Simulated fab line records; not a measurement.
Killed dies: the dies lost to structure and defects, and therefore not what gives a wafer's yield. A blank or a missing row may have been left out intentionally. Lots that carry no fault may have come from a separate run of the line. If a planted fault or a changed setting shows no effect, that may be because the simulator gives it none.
What tool caused it? ; flow n5Finfet ; Sampling: 24 lots, 72 wafers, 2 of 1938 route steps

## WHAT EACH GAUGE READ, for each wafer
N5_BEOL_M8_OVL_MEAS_29. Usual: V7_OVL 0.0 nm, standard deviation 0.73.
lot;measured;on;V7_OVL (nm);flag
L075;day 12 03:11;overlay-01;-0.5 -1.3 -0.3;
L076;day 12 10:38;overlay-01;0.1 -0.5 -1.1;
L074;day 12 10:48;overlay-01;0.7 1.4 0.7;
L078;day 12 17:26;overlay-01;1.0 0.0 -0.5;
L077;day 12 23:05;overlay-01;0.4 0.8 -0.1;
L079;day 13 06:10;overlay-01;-0.2 0.4 1.0;
L081;day 14 02:04;overlay-01;-0.7 -0.9 -0.9;
L084;day 14 09:10;overlay-01;-0.4 -0.5 0.5;
L082;day 14 18:33;overlay-01;0.2 0.3 0.6;
L080;day 15 01:03;overlay-01;0.4 -0.2 0.8;
L083;day 15 01:06;overlay-01;1.0 0.6 0.4;
L087;day 15 05:26;overlay-02;-0.8 0.2 0.6;
L085;day 15 20:00;overlay-02;0.3 0.3 0.3;
L088;day 15 20:17;overlay-01;0.0 0.0 0.0;
L090;day 16 18:23;overlay-01;-1.0 -0.5 -1.5;
L089;day 16 18:44;overlay-02;0.6 -0.8 0.2;
L091;day 16 18:41;overlay-02;0.0 0.0 0.2;
L093;day 16 23:50;overlay-02;0.9 0.2 -0.7;
L095;day 17 04:25;overlay-02;-0.6 -1.5 -1.0;
L086;day 17 04:14;overlay-02;0.2 0.4 0.3;
L092;day 17 14:38;overlay-02;1.2 0.5 0.0;
L094;day 17 19:16;overlay-02;-0.6 -1.3 -1.0;
L096;day 18 01:19;overlay-02;-0.2 0.4 0.3;
L097;day 18 01:14;overlay-02;0.4 1.1 -0.3;

## WHAT TOOL EACH LOT RAN ON (gives the tool, then ch and the chambers of the sampled wafers, and finally the start)
lot;N5_BEOL_M8_HM_OPEN_17
L075;rieMetal-03 ch 0,1, day 12 02:29
L076;rieMetal-02 ch 0,1, day 12 09:41
L074;rieMetal-01 ch 0,1, day 12 09:59
L078;rieMetal-03 ch 0,1, day 12 15:19
L077;rieMetal-03 ch 0,1, day 12 22:32
L079;rieMetal-02 ch 0,1, day 13 05:22
L081;rieMetal-02 ch 0,1, day 13 23:01
L084;rieMetal-01 ch 0, day 14 08:25
L082;rieMetal-01 ch 0,1, day 14 18:02
L080;rieMetal-01 ch 0,1, day 14 23:10
L083;rieMetal-01 ch 0,1, day 14 23:55
L087;rieMetal-01 ch 0,1, day 15 03:32
L085;rieMetal-02 ch 0,1, day 15 16:05
L088;rieMetal-01 ch 0,1, day 15 16:05
L090;rieMetal-03 ch 1, day 16 15:43
L089;rieMetal-03 ch 0,1, day 16 16:01
L091;rieMetal-03 ch 0,1, day 16 16:20
L093;rieMetal-02 ch 0,1, day 16 22:43
L095;rieMetal-02 ch 0, day 17 01:33
L086;rieMetal-02 ch 0,1, day 17 01:50
L092;rieMetal-01 ch 0,1, day 17 12:38
L094;rieMetal-03 ch 0,1, day 17 18:04
L096;rieMetal-03 ch 0,1, day 17 21:42
L097;rieMetal-01 ch 0,1, day 17 22:54
- N5_BEOL_M8_HM_OPEN_17: chemistry Cl2/BCl3, target TiN, target depth 20 nm, overetch 6 nm.

## AS READ BY THE TOOLS THEMSELVES (means over the sampled wafers that have a number; for cases with no such wafer, the mark the record gives instead)
N5_BEOL_M8_HM_OPEN_17. Usual: drypumpMotorCurrentA 5.7 A, standard deviation 0.48; oesProductAu 0.68 a.u., standard deviation 0.06; throttleValvePct 22.02 %, standard deviation 0.25.
lot;tool;drypumpMotorCurrentA (A);oesProductAu (a.u.);throttleValvePct (%);flag
L075;rieMetal-03;6.3;0.62;22.11;
L076;rieMetal-02;5.4;0.70;22.13;
L074;rieMetal-01;5.3;0.72;22.03;
L078;rieMetal-03;6.3;0.62;22.11;
L077;rieMetal-03;6.3;0.62;22.14;
L079;rieMetal-02;5.4;0.69;22.13;
L081;rieMetal-02;5.5;0.69;21.86;
L084;rieMetal-01;5.8;0.67;21.90;
L082;rieMetal-01;5.3;0.71;22.03;
L080;rieMetal-01;5.6;0.68;21.98;
L083;rieMetal-01;5.6;0.68;21.98;
L087;rieMetal-01;5.3;0.70;22.04;
L085;rieMetal-02;5.5;0.68;21.89;
L088;rieMetal-01;5.6;0.66;22.00;
L090;rieMetal-03;5.7;0.82;21.78;
L089;rieMetal-03;6.0;0.76;21.93;
L091;rieMetal-03;6.1;0.76;21.93;
L093;rieMetal-02;5.4;0.67;22.16;
L095;rieMetal-02;5.7;0.66;21.63;
L086;rieMetal-02;5.6;0.66;21.90;
L092;rieMetal-01;5.3;0.68;22.05;
L094;rieMetal-03;6.3;0.68;22.11;
L096;rieMetal-03;6.0;0.74;21.96;
L097;rieMetal-01;5.3;0.68;22.06;

## THE ANSWER, worked out from the rows above alone
Rule: a lot counts as off when the mean over its wafers that have a number is more than 3 standard deviations away from the usual mean. Also off: a lot with no number at a reading for which 4 or more lots have one. Any other lot the step has rows for is counted as sound. Order of review: gauges by route order, followed by the tools' own readings, for which a lot's mean as printed above is used. The first step at which some lot is off is used, and at that step the reading that is off furthest; a lot without a number counts as furthest.
Nothing can be told from this: no lot is off at any reading shown.

## WHAT THE SIMULATOR HAD PUT IN
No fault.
